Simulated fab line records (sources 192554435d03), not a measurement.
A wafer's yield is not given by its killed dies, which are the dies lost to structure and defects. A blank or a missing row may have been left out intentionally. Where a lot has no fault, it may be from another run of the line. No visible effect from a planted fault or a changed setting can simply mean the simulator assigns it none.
One fault seen from 3 desks / flow n5 finfet / only its own numbers are on each desk; what lay behind them is given at the end

## THE TOOL OWNER'S DESK: rie diel-05
The tool's own readings at N5_BEOL_M2_ETCH_64 (etches SOC in N2/H2, target depth 75 nm, overetch 22.5 nm, time 121.9 s): means of the sampled wafers that have a number, for each lot that ran on this tool. If a lot's mean is further than 4 standard deviations from the usual mean, the lot is out of limits and carries the mark OUT (the distance appears in the brackets).
Columns: A = bias w at N5_BEOL_M2_ETCH_64, usual 150.0 W; B = drypump motor current A at N5_BEOL_M2_ETCH_64, usual 5.8 A; C = oes product au at N5_BEOL_M2_ETCH_64, usual 0.61 a.u.; D = rf vpp V at N5_BEOL_M2_ETCH_64, usual 522.6 V; E = showerhead plenum p Torr at N5_BEOL_M2_ETCH_64, usual 2.50 Torr; F = throttle valve pct at N5_BEOL_M2_ETCH_64, usual 17.7 %
lot=L802; first seen here=day 6 22:58; A=149.9; B=5.8; C=0.60; D=521.4; E=2.49; F=17.6
lot=L819; first seen here=day 11 07:10; A=110.9 (-85) OUT; B=6.3; C=0.58; D=429.9 (-44) OUT; E=2.48; F=17.8
lot=L820; first seen here=day 11 12:35; A=110.3 (-86) OUT; B=5.9; C=0.60; D=430.6 (-44) OUT; E=2.48; F=17.6
This desk finds L819, L820 out of limits, L819 being first, at day 11 07:10 (bias w at N5_BEOL_M2_ETCH_64). L802: within limits.

## AT THE METROLOGY DESK
What the gauges read, lot by lot, whatever tool the lot ran on: means of the sampled wafers that have a number. If a lot's mean is further than 4 standard deviations from the usual mean, the lot is out of limits and carries the mark OUT (the distance appears in the brackets). Of its 12 readings 7 are shown: those that lie furthest out on some lot.
Columns: A = M2_OVL at N5_BEOL_M2_OVL_MEAS_12, usual -0.3 nm; B = DIBL_P at N5_BEOL_M4_RC_MEAS_101, usual 36.0 mV/V; C = IOFF_P at N5_BEOL_M4_RC_MEAS_101, usual 0.21 nA/um; D = ION_N at N5_BEOL_M4_RC_MEAS_101, usual 678 uA/um; E = ION_P at N5_BEOL_M4_RC_MEAS_101, usual 464 uA/um; F = SS_N at N5_BEOL_M4_RC_MEAS_101, usual 71.5 mV/dec; G = VT_N at N5_BEOL_M4_RC_MEAS_101, usual 249 mV
lot=L801; first seen here=day 6 22:39; A=-0.3; B=35.9; C=0.22; D=691; E=472; F=71.7; G=246
lot=L802; first seen here=day 6 22:45; A=-0.0; B=35.1; C=0.19; D=682; E=460; F=71.8; G=249
lot=L819; first seen here=day 11 06:58; A=-0.4; B=37.0; C=0.21; D=669; E=465; F=71.5; G=251
lot=L820; first seen here=day 11 12:23; A=-1.0; B=36.7; C=0.20; D=680; E=466; F=71.5; G=249
lot=L822; first seen here=day 11 19:31; A=1.2; B=38.0; C=0.25; D=685; E=476; F=72.3; G=248
lot=L823; first seen here=day 12 05:26; A=-1.0; B=36.3; C=0.21; D=680; E=461; F=71.9; G=249
This desk's finding: nothing out of limits on any of the 6 lots.

## THE DEFECT DESK
For each lot, the counts of the inspections along the route, averaged over the sampled wafers that have a number. If a lot's mean is further than 4 standard deviations from the usual mean, the lot is out of limits and carries the mark OUT (the distance appears in the brackets).
Columns: A = raw defect count at N5_BEOL_M2_INSPECT_13, usual 386
lot=L801; first seen here=day 6 22:44; A=319
lot=L802; first seen here=day 6 22:50; A=371
lot=L819; first seen here=day 11 07:04; A=509
lot=L820; first seen here=day 11 12:29; A=276
lot=L822; first seen here=day 11 19:37; A=384
lot=L823; first seen here=day 12 05:32; A=363
This desk's finding: nothing out of limits on any of the 6 lots.

## PUT TOGETHER
The tool owner's desk had the chance to raise an alarm at day 11 07:10 on L819, L820.
From the metrology desk's view, nothing was out of limits.
The defect desk saw nothing out of limits.
The metrology desk has L819, L820 on record, within its limits.
The defect desk has L819, L820 on record, within its limits.
All the named lots went through N5_BEOL_M2_ETCH_64 on rie diel-05.

## WHAT WAS PUT IN BY THE SIMULATOR
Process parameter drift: rie diel-05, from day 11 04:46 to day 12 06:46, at N5_BEOL_M2_ETCH_64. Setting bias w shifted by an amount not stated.
Struck lots among those shown: L819, L820.
Delay in hours, fault start to first out-of-limits reading, by desk: the tool owner's desk at 2.
